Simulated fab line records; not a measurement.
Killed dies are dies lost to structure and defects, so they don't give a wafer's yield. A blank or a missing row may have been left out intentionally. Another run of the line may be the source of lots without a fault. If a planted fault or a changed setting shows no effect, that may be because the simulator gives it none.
Comparing a struck lot with a sound one || flow nand_harc || 14 out of 1302 route steps
Sound: these wafers, L904.1, L904.3, L904.6. Wafers L914.1, L914.2, L914.4 were the ones struck. The cause comes at the end.
Order at every step that has rows: each side's tool, ch and its chambers, its first start. Under that, the readings that differ: sound wafers || struck wafers || difference of the means || sigmas: that difference in standard deviations of wafers without a fault.
alike: readings with means less than 2 such deviations apart, plus words and numbers identical on both sides. not compared: withheld readings, readings lacking a value on some wafer, bounds such as >300 that could conceal the same value, and numbers that have no deviation in the record and whose values overlap.
The two part at a step that has a row with sigmas, a row that says differs or no value, or rows on one side only. Non-overlapping numbers with no deviation appear without sigmas and do not part them. A reading that every wafer of one side lacks parts them only if that side has two wafers or more.

first, 9 steps without rows for these wafers: NHARC_A_STAIRCASE_DEHYDRATE_01 (time 120 s); NHARC_A_STAIRCASE_HMDS_02 (time 30 s); NHARC_A_STAIRCASE_COAT_03; NHARC_A_STAIRCASE_SOFTBAKE_04 (time 170 s); NHARC_A_STAIRCASE_EBR_05; NHARC_A_STAIRCASE_EXPOSE_06 (exposes mask STAIR); NHARC_A_STAIRCASE_PEB_07 (peb time 130 s); NHARC_A_STAIRCASE_DEVELOP_08 (time 140 s); NHARC_A_STAIRCASE_HARDBAKE_10 (time 140 s).
NHARC_A_STAIRCASE_DESCUM_11: chemistry O2, time 3 s.
  sound on rie_diel-09 ch 0,1,3, day 18 16:26; struck on rie_diel-09 ch 0,1,2, day 22 16:01
  alike: drypump_motor_current_A, oes_product_au, rf_vpp_V, showerhead_plenum_p_Torr, throttle_valve_pct
  not compared: rf_hours_counter_h
NHARC_A_STAIRCASE_TRIM_12: chemistry O2, time 211.2 s.
  sound on rie_diel-09 ch 2,3, day 18 16:34; struck on rie_diel-09 ch 0,1,3, day 22 16:06
  alike: drypump_motor_current_A, oes_product_au, rf_vpp_V, showerhead_plenum_p_Torr, throttle_valve_pct
  not compared: rf_hours_counter_h
NHARC_A_STAIRCASE_ETCH_13: etches the open film in C4F8/O2, target depth 100 nm, time 40.5 s.
  sound on rie_diel-09 ch 1,2,3, day 18 16:43; struck on rie_diel-09 ch 0,2,3, day 22 16:14
  no value came back on the struck wafers for any of 5 readings (bias_w (W), chamber_pressure_mTorr (mTorr) and others); on the sound wafers bias_w (W) reads 1004.6 1003.4 1004.1
  not compared: rf_hours_counter_h
NHARC_A_STAIRCASE_TRIM_14: chemistry O2, time 211.2 s.
  sound: rie_diel-09 ch 0,1; struck: rie_diel-09 ch 0,2,3
  alike: drypump_motor_current_A, oes_product_au, rf_vpp_V, showerhead_plenum_p_Torr, throttle_valve_pct
  not compared: rf_hours_counter_h
-- break in the record here, with 9 days between the starts of the struck wafers on either side (left off in module A_STAIRCASE, picked up again in module END, where the first step shown is number 1302 on the route) --
NHARC_END_SORT_01:
  at this point the record logs the struck wafers (prober-01 ch 0, day 31 06:44) and has no rows for the sound ones

== WHERE THEY PART ==
Last at NHARC_END_SORT_01 as far as this record goes, first at NHARC_A_STAIRCASE_ETCH_13.

WHY: the cause the simulator had injected
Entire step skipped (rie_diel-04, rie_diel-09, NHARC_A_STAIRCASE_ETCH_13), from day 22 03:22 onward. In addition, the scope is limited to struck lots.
